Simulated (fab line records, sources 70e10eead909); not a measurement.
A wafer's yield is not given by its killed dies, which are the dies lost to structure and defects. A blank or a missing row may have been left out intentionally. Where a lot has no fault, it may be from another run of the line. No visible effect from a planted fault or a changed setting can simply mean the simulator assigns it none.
Matching of chambers -- flow nand-harc -- NHARC_A_CONTACT_DEP_24 on pecvd-03 has 3 sister chambers
The step deposits SiO2, target thk 500 nm. 14 wafers are shown with their chamber, then 7 later ones without.

WAFERS WITH THEIR CHAMBER
wafer,chamber,heater-power-w (W),throttle-valve-pct (%)
L076.3,2,367,15.4
L076.4,0,596,16.3
L076.5,2,399,15.5
L079.1,0,591,16.0
L079.3,2,468,15.4
L079.4,0,623,16.1
L081.1,0,621,16.3
L081.2,2,435,15.2
L081.3,1,686,15.6
L085.4,0,497,15.9
L085.5,2,339,15.1
L085.6,1,793,15.4
L086.3,1,723,15.6
L086.4,1,735,15.3

SIGNATURES, as means of the wafers listed above
reading,chamber 0,chamber 1,chamber 2,scatter within a chamber
heater-power-w,585.60,734.25,401.60,49.7
throttle-valve-pct,16.120,15.475,15.320,0.166
Rule: for each reading, subtract the chamber's mean from the wafer's reading, divide by that reading's scatter and square the result; add these up over the readings and take the root, which gives the wafer's distance from the chamber. The wafer belongs to the nearest chamber; if the next one is less than 2 further off, it can't be placed. How the scatter is found: for the shown wafers, subtract from each reading the mean of its chamber, square and add these, divide the total by (wafers less chambers), then take the root.

WAFERS WHOSE CHAMBER IS MISSING
wafer,heater-power-w (W),throttle-valve-pct (%)
L086.6,537,16.0
L090.3,752,15.5
L090.4,563,15.8
L090.5,384,15.4
L096.3,459,15.3
L096.5,757,15.3
L096.6,337,15.3

CHAMBER TAKEN BY EACH
wafer,from the rows above,in truth
L086.6,0,0
L090.3,1,1
L090.4,can't be placed: 0 or 1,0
L090.5,2,2
L096.3,2,2
L096.5,1,1
L096.6,2,2
Correctly placed: 6 of 7. Cannot be placed on the basis of these rows: 1; the candidates contain the true chamber in 1. 0 placed wrongly.
